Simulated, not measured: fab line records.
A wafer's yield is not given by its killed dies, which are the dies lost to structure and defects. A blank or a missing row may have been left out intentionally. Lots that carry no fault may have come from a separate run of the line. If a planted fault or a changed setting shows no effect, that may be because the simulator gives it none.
A struck lot beside a sound one ; flow n5 finfet ; 16 out of 1938 route steps
Sound: wafers L878.1, L878.4, L878.6. Wafers struck: L874.3, L874.4, L874.5. The cause comes at the end.
Each step with rows lists, per side, the tool, then ch with its chambers, then its first start. Under that, the readings that differ: sound wafers ; struck wafers ; difference of the means ; sigmas: that difference in standard deviations of wafers without a fault.
alike: readings whose means differ by less than 2 such deviations, and words and numbers that are the same on both sides. not compared: withheld readings, readings that some wafer has no value for, bounds like >300 that may hide the same value, and numbers for which the record gives no deviation and whose values overlap.
Wherever a step has rows on one side only, a row that says differs or no value, or a row with sigmas, the two part there. Non-overlapping numbers with no deviation appear without sigmas and do not part them. Lack of a reading on every wafer of one side parts them only where that side has two or more wafers.

first, 3 steps without rows for these wafers: N5_BEOL_M2_SPUTTER_81 (material Cu, target thk 4.5 nm, time 8.29 s); N5_BEOL_M2_ANNEAL_82 (time 240 s); N5_BEOL_M2_SPUTTER_86 (material Cu, target thk 4.5 nm, time 8.29 s).
N5_BEOL_M2_ANNEAL_87: time 240 s.
  struck on pvd sputter-01, day 9 04:34; sound on pvd sputter-02, day 10 04:26
  alike: heater power w
then, 2 steps without rows for these wafers: N5_BEOL_M2_SPUTTER_88 (material Cu, target thk 4.5 nm, time 8.29 s); N5_BEOL_M2_ANNEAL_89 (time 240 s).
N5_BEOL_M2_SPUTTER_90: material Cu, target thk 4.5 nm, time 8.29 s.
  struck on pvd sputter-01, day 9 04:56; sound on pvd sputter-02, day 10 04:48
  alike: chamber pressure pa, chuck gas flow sccm, throttle valve pct
then, 1 step without rows for these wafers: N5_BEOL_M2_ANNEAL_91 (time 240 s).
N5_BEOL_M2_SPUTTER_92: material Cu, target thk 4.5 nm, time 8.29 s.
  struck on pvd sputter-01, day 9 05:09; sound on pvd sputter-02, day 10 05:01
  alike: chamber pressure pa, chuck gas flow sccm, throttle valve pct
then, 1 step without rows for these wafers: N5_BEOL_M2_ANNEAL_93 (time 240 s).
N5_BEOL_M2_SPUTTER_94: material Cu, target thk 4.5 nm, time 8.29 s.
  struck on pvd sputter-01, day 9 05:22; sound on pvd sputter-02, day 10 05:14
  alike: chamber pressure pa, chuck gas flow sccm, throttle valve pct
N5_BEOL_M2_ANNEAL_95: time 240 s.
  struck on pvd sputter-01, day 9 05:27; sound on pvd sputter-02, day 10 05:19
  alike: heater power w
N5_BEOL_M2_SPUTTER_96: material Cu, target thk 4.5 nm, time 8.29 s.
  struck on pvd sputter-01, day 9 05:35; sound on pvd sputter-02, day 10 05:28
  no value came back on the struck wafers for chamber pressure pa (Pa), chuck gas flow sccm (sccm), throttle valve pct (%); on the sound wafers chamber pressure pa (Pa) reads 0.07023 0.07007 0.06989
then, 1 step without rows for these wafers: N5_BEOL_M2_ECD_50 (material Cu, target thk 300 nm).
N5_BEOL_M4_RC_MEAS_101:
  sound on prober-02 ch 0, day 11 12:01; struck on prober-02 ch 0, day 10 02:32
  alike: DIBL_N, DIBL_P, IOFF_N, IOFF_P, ION_N, ION_P, SS_N, SS_P, VT_N, VT_P
-- record jumps: 5 days separate the struck wafers' starts on either side; left off in module BEOL_M4, taken up again in module PASSIVATION, whose first shown step is the route's number 1936 --
N5_PASSIVATION_PROBE_49:
  record: rows for the struck wafers here (prober-01, day 14 21:02), none for the sound ones

== WHERE THEY PART ==
First at N5_BEOL_M2_SPUTTER_96; last, within this record, at N5_PASSIVATION_PROBE_49.

WHY: what the simulator had put in
Beginning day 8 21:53, the whole step at N5_BEOL_M2_SPUTTER_96 was skipped on pvd sputter-01. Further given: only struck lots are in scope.
